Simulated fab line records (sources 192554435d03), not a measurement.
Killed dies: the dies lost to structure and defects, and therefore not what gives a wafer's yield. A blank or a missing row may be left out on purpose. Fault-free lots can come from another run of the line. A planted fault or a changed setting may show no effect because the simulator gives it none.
Which of the tools did it? || flow n5Finfet || 24 wafers from 9 lots sampled at 8 of the route's 1938 steps

## WHAT THE GAUGES SHOWED, per wafer
N5_PMOS_HMC_CHANNEL_EPI_CD_MEAS_09 targets a cd of 237.4 nm.
{"lot": "L390", "measured": "day 2 05:20", "on": "cdSem-01", "cdNm (nm)": "236.2 235.9 235.6"}
{"lot": "L393", "measured": "day 2 23:40", "on": "cdSem-03", "cdNm (nm)": "237.6 237.4 237.7"}
{"lot": "L394", "measured": "day 3 04:59", "on": "cdSem-02", "cdNm (nm)": "237.6 237.7 237.0"}
{"lot": "L398", "measured": "day 4 05:42", "on": "cdSem-03", "cdNm (nm)": "236.6 237.3"}
{"lot": "L401", "measured": "day 5 01:37", "on": "cdSem-03", "cdNm (nm)": "235.4 236.4"}
{"lot": "L403", "measured": "day 5 11:46", "on": "cdSem-01", "cdNm (nm)": "238.8 238.5"}
{"lot": "L409", "measured": "day 6 23:00", "on": "cdSem-02", "cdNm (nm)": "237.3 237.5 236.8"}
{"lot": "L410", "measured": "day 7 05:21", "on": "cdSem-02", "cdNm (nm)": "237.9 238.7 237.6"}
{"lot": "L411", "measured": "day 7 11:08", "on": "cdSem-03", "cdNm (nm)": "237.7 239.2 239.1"}

N5_PMOS_HMC_CHANNEL_EPI_OVL_MEAS_10.
{"lot": "L390", "measured": "day 2 05:22", "on": "overlay-02", "PMOS_HMC_BLK_OVL (nm)": "-0.8 0.1 0.8"}
{"lot": "L393", "measured": "day 2 23:41", "on": "overlay-02", "PMOS_HMC_BLK_OVL (nm)": "-1.1 -1.4 0.0"}
{"lot": "L394", "measured": "day 3 05:01", "on": "overlay-01", "PMOS_HMC_BLK_OVL (nm)": "0.3 -0.1 0.3"}
{"lot": "L398", "measured": "day 4 05:44", "on": "overlay-01", "PMOS_HMC_BLK_OVL (nm)": "-0.7 -0.3"}
{"lot": "L401", "measured": "day 5 01:38", "on": "overlay-01", "PMOS_HMC_BLK_OVL (nm)": "-0.4 -0.1"}
{"lot": "L403", "measured": "day 5 11:47", "on": "overlay-02", "PMOS_HMC_BLK_OVL (nm)": "0.5 0.1"}
{"lot": "L409", "measured": "day 6 23:02", "on": "overlay-01", "PMOS_HMC_BLK_OVL (nm)": "-1.3 -0.8 -0.5"}
{"lot": "L410", "measured": "day 7 05:23", "on": "overlay-02", "PMOS_HMC_BLK_OVL (nm)": "0.5 0.7 -0.6"}
{"lot": "L411", "measured": "day 7 11:10", "on": "overlay-02", "PMOS_HMC_BLK_OVL (nm)": "0.5 1.5 0.9"}

N5_FIN_SAQP_THK_MEAS_07.
{"lot": "L390", "measured": "day 2 09:29", "on": "filmMetro-02", "thkNm (nm)": "59.0 59.1 59.9"}
{"lot": "L393", "measured": "day 3 03:20", "on": "filmMetro-01", "thkNm (nm)": "58.6 58.5 59.2"}
{"lot": "L394", "measured": "day 3 10:40", "on": "filmMetro-01", "thkNm (nm)": "58.3 58.2 59.9"}
{"lot": "L398", "measured": "day 4 10:02", "on": "filmMetro-02", "thkNm (nm)": "91.5 92.8"}
{"lot": "L401", "measured": "day 5 06:04", "on": "filmMetro-02", "thkNm (nm)": "91.6 59.8"}
{"lot": "L403", "measured": "day 5 15:59", "on": "filmMetro-02", "thkNm (nm)": "91.5 61.4"}
{"lot": "L409", "measured": "day 7 03:00", "on": "filmMetro-02", "thkNm (nm)": "59.0 59.5 59.3"}
{"lot": "L410", "measured": "day 7 09:08", "on": "filmMetro-02", "thkNm (nm)": "59.6 60.2 60.7"}
{"lot": "L411", "measured": "day 7 14:58", "on": "filmMetro-01", "thkNm (nm)": "61.1 60.2 61.1"}

N5_FIN_SAQP_INSPECT_40: inspects for defects (brightfield).
{"lot": "L390", "measured": "day 2 14:22", "on": "defectInspect-02", "rawDefectCount": "163 145 167"}
{"lot": "L393", "measured": "day 3 10:53", "on": "defectInspect-02", "rawDefectCount": "255 191 185"}
{"lot": "L394", "measured": "day 3 19:07", "on": "defectInspect-01", "rawDefectCount": "178 250 208"}
{"lot": "L398", "measured": "day 4 14:48", "on": "defectInspect-02", "rawDefectCount": "1486 1680"}
{"lot": "L401", "measured": "day 5 10:57", "on": "defectInspect-01", "rawDefectCount": "1788 253"}
{"lot": "L403", "measured": "day 5 20:53", "on": "defectInspect-02", "rawDefectCount": "1699 165"}
{"lot": "L409", "measured": "day 7 08:02", "on": "defectInspect-02", "rawDefectCount": "173 204 196"}
{"lot": "L410", "measured": "day 7 14:16", "on": "defectInspect-02", "rawDefectCount": "162 184 177"}
{"lot": "L411", "measured": "day 7 20:50", "on": "defectInspect-02", "rawDefectCount": "124 154 139"}

N5_BEOL_M4_RC_MEAS_101.
{"lot": "L390", "measured": "day 9 08:14", "on": "prober-02", "DIBL_N (mV/V)": "38.2 36.2 39.2", "DIBL_P (mV/V)": "38.6 36.3 38.9", "IOFF_N (nA/um)": "0.20 0.17 0.22", "IOFF_P (nA/um)": "0.24 0.20 0.27", "ION_N (uA/um)": "693 688 691", "ION_P (uA/um)": "464 462 466", "SS_N (mV/dec)": "72.0 71.4 72.4", "SS_P (mV/dec)": "73.6 72.0 73.8", "VT_N (mV)": "247 250 244", "VT_P (mV)": "-246.9 -250.2 -246.2"}
{"lot": "L393", "measured": "day 10 15:43", "on": "prober-01", "DIBL_N (mV/V)": "38.0 38.9 37.6", "DIBL_P (mV/V)": "38.8 39.3 37.4", "IOFF_N (nA/um)": "0.20 0.21 0.17", "IOFF_P (nA/um)": "0.24 0.25 0.22", "ION_N (uA/um)": "697 705 679", "ION_P (uA/um)": "470 468 458", "SS_N (mV/dec)": "72.1 71.5 71.4", "SS_P (mV/dec)": "74.1 74.0 74.1", "VT_N (mV)": "246 246 249", "VT_P (mV)": "-249.7 -250.0 -252.2"}
{"lot": "L394", "measured": "day 10 13:41", "on": "prober-01", "DIBL_N (mV/V)": "35.2 39.7 40.4", "DIBL_P (mV/V)": "34.4 39.6 41.0", "IOFF_N (nA/um)": "0.14 0.22 0.24", "IOFF_P (nA/um)": "0.19 0.26 0.30", "ION_N (uA/um)": "678 673 703", "ION_P (uA/um)": "469 460 474", "SS_N (mV/dec)": "71.7 72.0 71.7", "SS_P (mV/dec)": "72.3 74.2 74.4", "VT_N (mV)": "249 247 242", "VT_P (mV)": "-249.9 -245.4 -245.9"}
{"lot": "L401", "measured": "day 12 00:31", "on": "prober-01", "DIBL_N (mV/V)": 38.9, "DIBL_P (mV/V)": 38.3, "IOFF_N (nA/um)": 0.18, "IOFF_P (nA/um)": 0.27, "ION_N (uA/um)": 679, "ION_P (uA/um)": 467, "SS_N (mV/dec)": 72.9, "SS_P (mV/dec)": 73.5, "VT_N (mV)": 250, "VT_P (mV)": -247.4}
{"lot": "L403", "measured": "day 12 14:45", "on": "prober-02", "DIBL_N (mV/V)": 37.0, "DIBL_P (mV/V)": 38.6, "IOFF_N (nA/um)": 0.20, "IOFF_P (nA/um)": 0.26, "ION_N (uA/um)": 687, "ION_P (uA/um)": 471, "SS_N (mV/dec)": 71.7, "SS_P (mV/dec)": 72.8, "VT_N (mV)": 246, "VT_P (mV)": -247.5}
{"lot": "L409", "measured": "day 13 19:41", "on": "prober-02", "DIBL_N (mV/V)": "32.2 32.5 33.8", "DIBL_P (mV/V)": "32.2 32.5 33.8", "IOFF_N (nA/um)": "0.10 0.11 0.12", "IOFF_P (nA/um)": "0.15 0.15 0.17", "ION_N (uA/um)": "641 671 650", "ION_P (uA/um)": "449 462 453", "SS_N (mV/dec)": "70.8 70.4 70.7", "SS_P (mV/dec)": "72.1 72.4 72.5", "VT_N (mV)": "256 255 253", "VT_P (mV)": "-254.0 -252.8 -252.0"}
{"lot": "L410", "measured": "day 14 04:28", "on": "prober-01", "DIBL_N (mV/V)": "36.1 36.2 36.2", "DIBL_P (mV/V)": "36.8 36.5 37.3", "IOFF_N (nA/um)": "0.17 0.16 0.16", "IOFF_P (nA/um)": "0.23 0.23 0.25", "ION_N (uA/um)": "682 682 683", "ION_P (uA/um)": "469 475 467", "SS_N (mV/dec)": "71.8 71.7 71.4", "SS_P (mV/dec)": "73.2 72.9 73.1", "VT_N (mV)": "248 248 249", "VT_P (mV)": "-249.1 -246.7 -244.5"}
{"lot": "L411", "measured": "day 14 01:23", "on": "prober-01", "DIBL_N (mV/V)": "34.1 34.1 38.3", "DIBL_P (mV/V)": "35.5 34.8 40.8", "IOFF_N (nA/um)": "0.14 0.14 0.23", "IOFF_P (nA/um)": "0.20 0.19 0.31", "ION_N (uA/um)": "680 661 698", "ION_P (uA/um)": "469 457 477", "SS_N (mV/dec)": "71.8 71.4 71.7", "SS_P (mV/dec)": "72.6 72.4 73.5", "VT_N (mV)": "250 249 245", "VT_P (mV)": "-250.0 -249.1 -246.5"}

## EACH LOT AND THE TOOL THAT RAN IT (in order: tool; ch and the chambers of the sampled wafers; start)
{"lot": "L390", "N5_PMOS_HMC_CHANNEL_EPI_HM_DEP_34": "pecvd-04 ch 0,1, day 2 05:03", "N5_FIN_SAQP_PECVD_06": "pecvd-02 ch 0,2, day 2 09:22", "N5_FIN_SAQP_MANDREL_ETCH_22": "rieSi-06 ch 1,2,3, day 2 10:14"}
{"lot": "L393", "N5_PMOS_HMC_CHANNEL_EPI_HM_DEP_34": "pecvd-04 ch 0,2, day 2 23:15", "N5_FIN_SAQP_PECVD_06": "pecvd-03 ch 0,2, day 3 03:14", "N5_FIN_SAQP_MANDREL_ETCH_22": "rieSi-03 ch 0,1,3, day 3 04:11"}
{"lot": "L394", "N5_PMOS_HMC_CHANNEL_EPI_HM_DEP_34": "pecvd-04 ch 1,2, day 3 04:35", "N5_FIN_SAQP_PECVD_06": "pecvd-03 ch 0,1,2, day 3 10:35", "N5_FIN_SAQP_MANDREL_ETCH_22": "rieSi-01 ch 0,2,3, day 3 11:38"}
{"lot": "L398", "N5_PMOS_HMC_CHANNEL_EPI_HM_DEP_34": "pecvd-04 ch 1,2, day 4 05:17", "N5_FIN_SAQP_PECVD_06": "pecvd-03 ch 1,2, day 4 09:58", "N5_FIN_SAQP_MANDREL_ETCH_22": "rieSi-03 ch 0,1, day 4 10:55"}
{"lot": "L401", "N5_PMOS_HMC_CHANNEL_EPI_HM_DEP_34": "pecvd-01 ch 0,1, day 5 01:13", "N5_FIN_SAQP_PECVD_06": "pecvd-03 ch 0, day 5 05:58", "N5_FIN_SAQP_MANDREL_ETCH_22": "rieSi-03 ch 1,2, day 5 06:56"}
{"lot": "L403", "N5_PMOS_HMC_CHANNEL_EPI_HM_DEP_34": "pecvd-01 ch 0, day 5 11:21", "N5_FIN_SAQP_PECVD_06": "pecvd-03 ch 1,2, day 5 15:53", "N5_FIN_SAQP_MANDREL_ETCH_22": "rieSi-03 ch 1,2, day 5 16:51"}
{"lot": "L409", "N5_PMOS_HMC_CHANNEL_EPI_HM_DEP_34": "pecvd-04 ch 0,1, day 6 22:36", "N5_FIN_SAQP_PECVD_06": "pecvd-02 ch 0,1,2, day 7 02:55", "N5_FIN_SAQP_MANDREL_ETCH_22": "rieSi-03 ch 1,2,3, day 7 03:52"}
{"lot": "L410", "N5_PMOS_HMC_CHANNEL_EPI_HM_DEP_34": "pecvd-01 ch 0,1, day 7 05:04", "N5_FIN_SAQP_PECVD_06": "pecvd-02 ch 0,2, day 7 09:02", "N5_FIN_SAQP_MANDREL_ETCH_22": "rieSi-03 ch 0,2,3, day 7 10:00"}
{"lot": "L411", "N5_PMOS_HMC_CHANNEL_EPI_HM_DEP_34": "pecvd-04 ch 0,1,2, day 7 10:44", "N5_FIN_SAQP_PECVD_06": "pecvd-02 ch 1,2, day 7 14:53", "N5_FIN_SAQP_MANDREL_ETCH_22": "rieSi-03 ch 0,3, day 7 15:43"}
- N5_PMOS_HMC_CHANNEL_EPI_HM_DEP_34: deposits SiO2 from TEOS/O2, target thk 36 nm, time 6.9 s.
- N5_FIN_SAQP_PECVD_06: deposits a-Si from SiH4/He, target thk 60 nm, time 48.1 s.
- N5_FIN_SAQP_MANDREL_ETCH_22: etches a-Si in HBr/Cl2, stops on SiNx, target depth 60 nm, bt time 10 s, time 30 s.

## AS READ BY THE TOOLS THEMSELVES (means over the sampled wafers that have a number; for cases with no such wafer, the mark the record gives instead)
N5_PMOS_HMC_CHANNEL_EPI_HM_DEP_34.
{"lot": "L390", "tool": "pecvd-04", "heaterPowerW (W)": 539, "showerheadPlenumPTorr (Torr)": 8.34, "throttleValvePct (%)": 19.1}
{"lot": "L393", "tool": "pecvd-04", "heaterPowerW (W)": 579, "showerheadPlenumPTorr (Torr)": 8.36, "throttleValvePct (%)": 18.5}
{"lot": "L394", "tool": "pecvd-04", "heaterPowerW (W)": 596, "showerheadPlenumPTorr (Torr)": 8.33, "throttleValvePct (%)": 18.7}
{"lot": "L398", "tool": "pecvd-04", "heaterPowerW (W)": 524, "showerheadPlenumPTorr (Torr)": 8.32, "throttleValvePct (%)": 18.9}
{"lot": "L401", "tool": "pecvd-01", "heaterPowerW (W)": 526, "showerheadPlenumPTorr (Torr)": 8.39, "throttleValvePct (%)": 20.2}
{"lot": "L403", "tool": "pecvd-01", "heaterPowerW (W)": 588, "showerheadPlenumPTorr (Torr)": 8.40, "throttleValvePct (%)": 20.4}
{"lot": "L409", "tool": "pecvd-04", "heaterPowerW (W)": 511, "showerheadPlenumPTorr (Torr)": 8.34, "throttleValvePct (%)": 19.2}
{"lot": "L410", "tool": "pecvd-01", "heaterPowerW (W)": 476, "showerheadPlenumPTorr (Torr)": 8.38, "throttleValvePct (%)": 20.4}
{"lot": "L411", "tool": "pecvd-04", "heaterPowerW (W)": 533, "showerheadPlenumPTorr (Torr)": 8.34, "throttleValvePct (%)": 19.0}

N5_FIN_SAQP_PECVD_06.
{"lot": "L390", "tool": "pecvd-02", "heaterPowerW (W)": 941, "showerheadPlenumPTorr (Torr)": 5.66, "throttleValvePct (%)": 17.5}
{"lot": "L393", "tool": "pecvd-03", "heaterPowerW (W)": 817, "showerheadPlenumPTorr (Torr)": 5.66, "throttleValvePct (%)": 17.6}
{"lot": "L394", "tool": "pecvd-03", "heaterPowerW (W)": 803, "showerheadPlenumPTorr (Torr)": 5.71, "throttleValvePct (%)": 17.4}
{"lot": "L398", "tool": "pecvd-03", "heaterPowerW (W)": 814, "showerheadPlenumPTorr (Torr)": 5.72, "throttleValvePct (%)": 17.6}
{"lot": "L401", "tool": "pecvd-03", "heaterPowerW (W)": 912, "showerheadPlenumPTorr (Torr)": 5.66, "throttleValvePct (%)": 17.4}
{"lot": "L403", "tool": "pecvd-03", "heaterPowerW (W)": 835, "showerheadPlenumPTorr (Torr)": 5.72, "throttleValvePct (%)": 17.6}
{"lot": "L409", "tool": "pecvd-02", "heaterPowerW (W)": 920, "showerheadPlenumPTorr (Torr)": 5.64, "throttleValvePct (%)": 17.4}
{"lot": "L410", "tool": "pecvd-02", "heaterPowerW (W)": 872, "showerheadPlenumPTorr (Torr)": 5.67, "throttleValvePct (%)": 17.6}
{"lot": "L411", "tool": "pecvd-02", "heaterPowerW (W)": 873, "showerheadPlenumPTorr (Torr)": 5.64, "throttleValvePct (%)": 17.5}

N5_FIN_SAQP_MANDREL_ETCH_22.
{"lot": "L390", "tool": "rieSi-06", "drypumpMotorCurrentA (A)": 5.7, "oesProductAu (a.u.)": 0.769, "throttleValvePct (%)": 35.2}
{"lot": "L393", "tool": "rieSi-03", "drypumpMotorCurrentA (A)": 5.3, "oesProductAu (a.u.)": 0.761, "throttleValvePct (%)": 35.6}
{"lot": "L394", "tool": "rieSi-01", "drypumpMotorCurrentA (A)": 5.6, "oesProductAu (a.u.)": 0.762, "throttleValvePct (%)": 35.3}
{"lot": "L398", "tool": "rieSi-03", "drypumpMotorCurrentA (A)": 5.5, "oesProductAu (a.u.)": 0.992, "throttleValvePct (%)": 35.1}
{"lot": "L401", "tool": "rieSi-03", "drypumpMotorCurrentA (A)": 5.8, "oesProductAu (a.u.)": 0.882, "throttleValvePct (%)": 35.3}
{"lot": "L403", "tool": "rieSi-03", "drypumpMotorCurrentA (A)": 5.7, "oesProductAu (a.u.)": 0.884, "throttleValvePct (%)": 35.3}
{"lot": "L409", "tool": "rieSi-03", "drypumpMotorCurrentA (A)": 5.5, "oesProductAu (a.u.)": 0.768, "throttleValvePct (%)": 35.6}
{"lot": "L410", "tool": "rieSi-03", "drypumpMotorCurrentA (A)": 5.5, "oesProductAu (a.u.)": 0.777, "throttleValvePct (%)": 35.5}
{"lot": "L411", "tool": "rieSi-03", "drypumpMotorCurrentA (A)": 5.3, "oesProductAu (a.u.)": 0.775, "throttleValvePct (%)": 35.4}

## THE ANSWER, worked out from the rows above alone
Rule: the lots themselves supply what counts as usual. The widest of any qualifying gaps counts: lots, ordered by their means at a reading, are off when they make up no more than a third of the lots, leave a main group of 4 or more, and stand apart from it by 3 or more times the standard deviation of that group's means. A main group whose means are all the same, to the digits that the tables above print for the reading, isn't used. A lot without any number at a reading at which 4 lots or more have one is off too. All remaining lots with rows at the step are treated as sound. After the gauges, taken in route order, come the tools' own readings; for these a lot's mean is taken, as printed above. The first step at which some lot is off is used, and at that step the reading that is off furthest; a lot without a number counts as furthest.
Off at N5_FIN_SAQP_THK_MEAS_07 (thkNm): L398, L401, L403. The main group has a mean of 59.5 nm with a standard deviation of 0.74.
A tool fits if, at a process step before that reading, it ran every lot that is off, and no sound lot after the first of them. The gauges at N5_FIN_SAQP_THK_MEAS_07 aren't tried: what is off there is off at N5_FIN_SAQP_INSPECT_40 too, on other tools, and a gauge's error can't cause that. One fits: pecvd-03 at N5_FIN_SAQP_PECVD_06. A fault onset in the window from L394 (day 3 10:35, its last sound lot) to L398 (day 4 09:58, its first lot off) fits.

## WHAT THE SIMULATOR PUT IN
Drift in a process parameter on pecvd-03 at N5_FIN_SAQP_PECVD_06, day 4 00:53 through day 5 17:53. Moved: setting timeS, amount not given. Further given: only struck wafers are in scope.
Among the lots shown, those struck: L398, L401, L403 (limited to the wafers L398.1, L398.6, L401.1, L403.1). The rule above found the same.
